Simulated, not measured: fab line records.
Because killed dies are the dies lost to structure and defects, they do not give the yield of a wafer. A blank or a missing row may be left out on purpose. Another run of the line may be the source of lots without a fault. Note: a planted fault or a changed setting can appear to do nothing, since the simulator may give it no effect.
A lot that was struck, set against a sound lot / flow n5Finfet / 16 steps out of a route of 1938
Sound: these wafers, L960.1, L960.2, L960.6. Wafers L958.3, L958.4, L958.5 were the ones struck. Last of all comes the cause.
Each step with rows lists, per side, the tool, then ch with its chambers, then its first start. Under that, the readings that differ: sound wafers / struck wafers / difference of the means / sigmas: that difference in standard deviations of wafers without a fault.
alike: same words and numbers on both sides, and readings whose means sit less than 2 such deviations apart. not compared: any withheld reading, any reading some wafer has no value for, any bound like >300 that may hide the same value, and any number with overlapping values for which the record gives no deviation.
Wherever a step has rows on one side only, a row that says differs or no value, or a row with sigmas, the two part there. Non-overlapping numbers with no deviation appear without sigmas and do not part them. Lack of a reading on every wafer of one side parts them only where that side has two or more wafers.

first, 8 steps without rows for these wafers: N5_BEOL_M1_COAT_68 (time 60 s, resist thk 12 nm); N5_BEOL_M1_COAT_76 (time 60 s, resist thk 5 nm); N5_BEOL_M1_COAT_22 (resist thk 30 nm); N5_BEOL_M1_EBR_24; N5_BEOL_M1_SOFTBAKE_23 (time 60 s); N5_BEOL_M1_EXPOSE_25 (exposes mask V0, defocus 5 nm, target cd 24 nm); N5_BEOL_M1_PEB_26 (peb time 60 s); N5_BEOL_M1_DEVELOP_27 (develop time 30 s).
N5_BEOL_M1_CD_MEAS_28: target cd y 23.3 nm.
  sound on cdSem-01 ch 0, day 9 00:56; struck on cdSem-02 ch 0, day 7 14:26
  alike: cdNm
N5_BEOL_M1_OVL_MEAS_29:
  sound on overlay-01 ch 0, day 9 00:58; struck on overlay-01 ch 0, day 7 14:28
  alike: V0_OVL
N5_BEOL_M1_INSPECT_30: inspects for defects (brightfield).
  sound on defectInspect-02, day 9 01:02; struck on defectInspect-01, day 7 14:31
  alike: rawDefectCount
N5_BEOL_M1_DESCUM_33: chemistry O2, time 7 s.
  sound on rieDiel-06 ch 2,3, day 9 01:04; struck on rieDiel-02 ch 0,1, day 7 14:33
reading=drypumpMotorCurrentA (A); sound=6.6 6.6 6.5; struck=5.1 5.5 5.1; difference=-1.3; sigmas=-3
  alike: oesProductAu, rfVppV, showerheadPlenumPTorr, throttleValvePct
  not compared: rfHoursCounterH
N5_BEOL_M1_ETCH_77: etches underlayer in N2/H2, target depth 6.5 nm, time 5.2 s.
  sound on rieDiel-06 ch 2,3, day 9 01:06; struck on rieDiel-02 ch 0,1, day 7 14:35
reading=drypumpMotorCurrentA (A); sound=6.5 6.5 6.6; struck=5.1 5.5 5.1; difference=-1.3; sigmas=-2
reading=etchRfOnTimeS (s); sound=5.20 5.28 5.25; struck=4.34 4.47 4.29; difference=-0.88; sigmas=-10
reading=rfFwdPowerW (W); sound=822.3 816.6 823.2; struck=1025.5 1023.2 1022.4; difference=+203.0; sigmas=+78
reading=rfVppV (V); sound=521.1 524.6 521.5; struck=494.6 490.6 489.5; difference=-30.8; sigmas=-11
reading=showerheadPlenumPTorr (Torr); sound=2.47 2.53 2.47; struck=2.72 2.66 2.72; difference=+0.21; sigmas=+2
  alike: oesProductAu, throttleValvePct
  not compared: rfHoursCounterH
N5_BEOL_M1_ETCH_69: etches SiARC in CF4, target depth 15.6 nm, time 26 s.
  sound on rieDiel-06 ch 2,3, day 9 01:07; struck on rieDiel-02 ch 0,1, day 7 14:36
reading=drypumpMotorCurrentA (A); sound=6.6 6.5 6.6; struck=5.1 5.5 5.1; difference=-1.3; sigmas=-3
reading=rfVppV (V); sound=182.8 183.5 183.1; struck=187.2 184.0 186.3; difference=+2.7; sigmas=+2
reading=showerheadPlenumPTorr (Torr); sound=2.08 2.14 2.08; struck=2.28 2.22 2.28; difference=+0.16; sigmas=+2
  alike: etchRfOnTimeS, mfcArSccm, oesProductAu, rfFwdPowerW, throttleValvePct
  not compared: rfHoursCounterH
N5_BEOL_M4_RC_MEAS_101:
  sound on prober-01 ch 0, day 10 17:42; struck on prober-01 ch 0, day 9 11:58
  alike: DIBL_N, DIBL_P, IOFF_N, IOFF_P, ION_N, ION_P, SS_N, SS_P, VT_N, VT_P
after that, 1 step had no rows for these wafers: N5_PASSIVATION_PROBE_49.

WHERE THEY PART
Last at N5_BEOL_M1_ETCH_69 as far as this record goes, first at N5_BEOL_M1_DESCUM_33. Later steps at which nothing parts them and some readings are alike: N5_BEOL_M4_RC_MEAS_101.

WHY: what had been put in by the simulator
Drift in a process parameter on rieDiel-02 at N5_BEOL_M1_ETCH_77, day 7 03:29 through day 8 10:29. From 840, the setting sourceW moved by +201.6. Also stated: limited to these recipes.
